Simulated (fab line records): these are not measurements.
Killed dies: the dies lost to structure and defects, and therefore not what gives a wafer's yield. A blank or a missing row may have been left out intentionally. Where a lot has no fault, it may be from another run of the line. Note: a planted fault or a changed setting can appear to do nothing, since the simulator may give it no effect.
Which tool did it? | flow n5 finfet | 10 lots, 28 wafers sampled, at 5 steps of a route of 1938

WHAT THE GAUGES SHOWED, per wafer
N5_BEOL_M0_RS_MEAS_126: a four-point-probe measurement. Usual: for M0_RS the level is 0.540 ohm/sq and the standard deviation is 0.02.
lot  | measured     | on            | M0_RS (ohm/sq)    | flag
L126 | day 5 21:25  | film metro-02 | 0.523 0.511 0.503 |
L128 | day 6 12:11  | film metro-02 | 0.534 0.522 0.526 |
L129 | day 6 13:22  | film metro-02 | 0.542 0.548       |
L132 | day 7 11:58  | film metro-01 | 0.559 0.556 0.560 |
L134 | day 8 04:04  | film metro-01 | 0.525 0.530 0.524 |
L136 | day 9 11:55  | film metro-01 | 0.534 0.551 0.535 |
L137 | day 9 13:27  | film metro-02 | 0.562 0.530 0.518 |
L145 | day 10 17:34 | film metro-02 | 0.567 0.553 0.574 |
L146 | day 11 00:37 | film metro-02 | 0.589 0.535       |
L149 | day 11 22:28 | film metro-01 | 0.545 0.539 0.527 |

N5_BEOL_M4_RC_MEAS_101. Usual: DIBL_N 35.9 mV/V, standard deviation 1.7; DIBL_P 35.8 mV/V, standard deviation 2.2; IOFF_N 0.15 nA/um, standard deviation 0.03; IOFF_P 0.21 nA/um, standard deviation 0.036; ION_N 674 uA/um, standard deviation 12; ION_P 463 uA/um, standard deviation 7.2; SS_N 71.3 mV/dec, standard deviation 0.59; SS_P 73.1 mV/dec, standard deviation 0.69; VT_N 250 mV, standard deviation 3; VT_P -251 mV, standard deviation 3.2.
lot  | measured     | on        | DIBL_N (mV/V)  | DIBL_P (mV/V)  | IOFF_N (nA/um) | IOFF_P (nA/um) | ION_N (uA/um) | ION_P (uA/um) | SS_N (mV/dec)  | SS_P (mV/dec)  | VT_N (mV)   | VT_P (mV)      | flag
L126 | day 7 16:35  | prober-02 | 35.6 35.3 33.9 | 36.5 36.0 34.0 | 0.14 0.14 0.12 | 0.22 0.20 0.17 | 673 678 674   | 468 464 462   | 72.2 71.1 71.0 | 74.0 73.4 73.0 | 250 250 253 | -248 -252 -252 |
L128 | day 8 09:34  | prober-01 | 34.2 33.6 34.9 | 33.4 33.0 34.2 | 0.13 0.12 0.14 | 0.20 0.19 0.20 | 674 658 668   | 468 462 462   | 71.0 71.3 71.7 | 72.0 72.1 73.0 | 249 254 252 | -251 -250 -249 |
L129 | day 8 16:16  | prober-01 | 38.9 37.9      | 36.7 36.7      | 0.20 0.19      | 0.23 0.25      | 691 670       | 467 462       | 71.1 71.4      | 73.1 72.5      | 247 245     | -247 -246      |
L132 | day 9 18:02  | prober-02 | 36.5 37.8 38.6 | 36.2 37.1 38.2 | 0.16 0.18 0.20 | 0.21 0.23 0.25 | 676 693 684   | 465 464 471   | 71.3 71.6 72.5 | 72.6 72.4 73.0 | 249 246 246 | -251 -248 -247 |
L134 | day 10 13:59 | prober-01 | 35.7 35.9 35.3 | 37.4 36.5 37.5 | 0.15 0.14 0.15 | 0.20 0.21 0.22 | 675 675 685   | 467 467 474   | 71.2 71.5 71.3 | 73.1 73.0 72.5 | 250 254 249 | -252 -249 -252 |
L136 | day 11 00:13 | prober-02 | 33.3 34.1 34.9 | 32.4 35.3 33.7 | 0.10 0.12 0.12 | 0.14 0.17 0.15 | 656 665 649   | 457 457 447   | 70.1 70.3 70.9 | 71.9 73.2 72.8 | 252 253 253 | -255 -255 -258 |
L137 | day 11 04:28 | prober-02 | 36.4 38.0 35.9 | 34.9 36.9 33.9 | 0.14 0.17 0.14 | 0.20 0.24 0.18 | 674 675 675   | 463 462 463   | 71.1 72.1 71.3 | 73.5 73.5 72.4 | 251 250 252 | -250 -249 -253 |
L145 | day 13 04:11 | prober-01 | 33.5 32.6 36.3 | 33.8 31.7 35.8 | 0.13 0.11 0.17 | 0.19 0.17 0.22 | 670 645 681   | 464 447 468   | 70.4 70.0 71.0 | 72.4 72.1 73.4 | 250 252 251 | -248 -251 -248 |
L146 | day 13 05:05 | prober-02 | 37.1 35.7      | 36.8 35.6      | 0.17 0.15      | 0.25 0.22      | 679 677       | 472 464       | 71.1 71.6      | 73.1 73.1      | 249 249     | -246 -248      |
L149 | day 14 03:22 | prober-02 | 33.7 36.1 34.0 | 34.0 36.2 34.3 | 0.11 0.14 0.11 | 0.16 0.18 0.15 | 667 675 658   | 464 457 457   | 70.3 71.2 70.8 | 72.1 73.5 72.1 | 256 254 255 | -255 -251 -255 |

EACH LOT AND THE TOOL THAT RAN IT (in order: tool; ch and the chambers of the sampled wafers; start)
lot  | N5_BEOL_M0_CO_CAP_123            | N5_BEOL_M1_HM_DEP_02         | N5_BEOL_M1_ETCH_64
L126 | cvd co-02 ch 0,2, day 5 21:13    | pvd sputter-02, day 5 23:17  | rie diel-06 ch 0,1,2, day 5 23:53
L128 | cvd co-02 ch 0,2, day 6 12:01    | pvd sputter-02, day 6 14:26  | rie diel-04 ch 0,1,2, day 6 15:13
L129 | cvd co-02 ch 0,2, day 6 13:09    | pvd sputter-02, day 6 15:22  | rie diel-06 ch 0,1, day 6 16:13
L132 | cvd co-01 ch 0,1,2, day 7 11:47  | pvd sputter-03, day 7 13:35  | rie diel-04 ch 0,2, day 7 14:23
L134 | cvd co-02 ch 0,1, day 8 03:53    | pvd sputter-03, day 8 06:04  | rie diel-04 ch 0,1,3, day 8 06:40
L136 | cvd co-02 ch 0,1, day 9 11:43    | pvd sputter-03, day 9 12:43  | rie diel-04 ch 0,1,3, day 9 13:19
L137 | cvd co-01 ch 0,1,2, day 9 13:16  | pvd sputter-03, day 9 15:16  | rie diel-04 ch 0,3, day 9 15:52
L145 | cvd co-01 ch 0,2, day 10 17:23   | pvd sputter-03, day 10 19:31 | rie diel-06 ch 1,2,3, day 10 20:22
L146 | cvd co-01 ch 1, day 11 00:26     | pvd sputter-03, day 11 02:07 | rie diel-03 ch 0, day 11 02:43
L149 | cvd co-02 ch 0,1,2, day 11 22:17 | pvd sputter-03, day 11 23:06 | rie diel-03 ch 1,2,3, day 11 23:56
- N5_BEOL_M0_CO_CAP_123: material Co, precursor CCTBA/H2, target thk 2 nm, time 102.1 s.
- N5_BEOL_M1_HM_DEP_02: deposits TiN, target thk 20 nm.
- N5_BEOL_M1_ETCH_64: etches SOC in N2/H2, target depth 75 nm, overetch 15 nm, time 112.5 s.

WHAT THE TOOLS THEMSELVES READ (means of the sampled wafers that have a number; where no wafer has one, the mark that the record gives instead)
N5_BEOL_M0_CO_CAP_123. Usual: heater power outer w 131 W, standard deviation 12; heater power w 247 W, standard deviation 22.
lot  | tool      | heater power outer w (W) | heater power w (W) | flag
L126 | cvd co-02 | 134                      | 246                |
L128 | cvd co-02 | 135                      | 247                |
L129 | cvd co-02 | 133                      | 243                |
L132 | cvd co-01 | 124                      | 238                |
L134 | cvd co-02 | 146                      | 264                |
L136 | cvd co-02 | 145                      | 266                |
L137 | cvd co-01 | 124                      | 241                |
L145 | cvd co-01 | 132                      | 251                |
L146 | cvd co-01 | 109                      | 209                |
L149 | cvd co-02 | 142                      | 259                |

N5_BEOL_M1_HM_DEP_02. Usual: substrate temp c 25.00 C, standard deviation 0.11; throttle valve pct 29.8 %, standard deviation 1.2.
lot  | tool           | substrate temp c (C) | throttle valve pct (%) | flag
L126 | pvd sputter-02 | 25.06                | 30.3                   |
L128 | pvd sputter-02 | 25.01                | 30.7                   |
L129 | pvd sputter-02 | 24.98                | 30.7                   |
L132 | pvd sputter-03 | 25.04                | 28.9                   |
L134 | pvd sputter-03 | 24.94                | 29.3                   |
L136 | pvd sputter-03 | 24.96                | 28.2                   |
L137 | pvd sputter-03 | 25.00                | 28.7                   |
L145 | pvd sputter-03 | 25.00                | 29.8                   |
L146 | pvd sputter-03 | 24.83                | 28.0                   |
L149 | pvd sputter-03 | 24.95                | 29.8                   |

N5_BEOL_M1_ETCH_64. Usual: bias w 150.0 W, standard deviation 0.44; drypump motor current A 5.5 A, standard deviation 0.46; oes product au 0.63 a.u., standard deviation 0.069; rf vpp V 523.0 V, standard deviation 2.4; showerhead plenum p Torr 2.52 Torr, standard deviation 0.072; throttle valve pct 17.91 %, standard deviation 0.25.
lot  | tool        | bias w (W) | drypump motor current A (A) | oes product au (a.u.) | rf vpp V (V) | showerhead plenum p Torr (Torr) | throttle valve pct (%) | flag
L126 | rie diel-06 | 150.2      | 6.0                         | 0.61                  | 522.6        | 2.51                            | 17.81                  |
L128 | rie diel-04 | 150.0      | 5.4                         | 0.64                  | 523.7        | 2.52                            | 17.98                  |
L129 | rie diel-06 | 149.9      | 6.0                         | 0.62                  | 523.4        | 2.52                            | 17.88                  |
L132 | rie diel-04 | 150.2      | 5.6                         | 0.67                  | 521.6        | 2.47                            | 17.80                  |
L134 | rie diel-04 | 149.5      | 5.5                         | 0.66                  | 523.5        | 2.53                            | 17.98                  |
L136 | rie diel-04 | 150.3      | 5.5                         | 0.65                  | 523.9        | 2.52                            | 17.99                  |
L137 | rie diel-04 | 143.6      | 5.7                         | 0.61                  | 507.2        | 2.48                            | 17.94                  | OFF
L145 | rie diel-06 | 149.8      | 5.5                         | 0.63                  | 523.1        | 2.51                            | 17.81                  |
L146 | rie diel-03 | 150.3      | 5.7                         | 0.59                  | 517.1        | 2.35                            | 18.03                  |
L149 | rie diel-03 | 150.0      | 5.5                         | 0.57                  | 523.6        | 2.53                            | 18.06                  |

THE ANSWER, worked out from the rows above alone
Rule: a lot counts as off when the mean over its wafers that have a number is more than 3 standard deviations away from the usual mean. A lot without any number at a reading at which 4 lots or more have one is off too. The other lots that the step has rows for count as sound. Order of review: gauges by route order, followed by the tools' own readings, for which a lot's mean as printed above is used. At the first step where some lot is off, the reading lying furthest off is the one used; lots without a number count as furthest.
Off: L137, at N5_BEOL_M1_ETCH_64 (bias w).
A tool fits if, at that step or a process step before it, it ran every lot that is off, and no sound lot after the first of them. One fits: rie diel-04 at N5_BEOL_M1_ETCH_64. A fault onset in the window from L136 (day 9 13:19, its last sound lot) to L137 (day 9 15:52, its first lot off) fits.
The tool's own readings at N5_BEOL_M1_ETCH_64 bear it out: on the lots that are off they differ by more than 5 times the standard deviation of the sound lots' means. bias w reads 143.6 W there against 150.0 W on the sound lots; rf vpp V reads 507.2 V there against 522.5 V on the sound lots.

WHAT WAS PUT IN BY THE SIMULATOR
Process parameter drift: rie diel-04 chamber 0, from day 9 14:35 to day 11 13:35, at N5_BEOL_M1_ETCH_64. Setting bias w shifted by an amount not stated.
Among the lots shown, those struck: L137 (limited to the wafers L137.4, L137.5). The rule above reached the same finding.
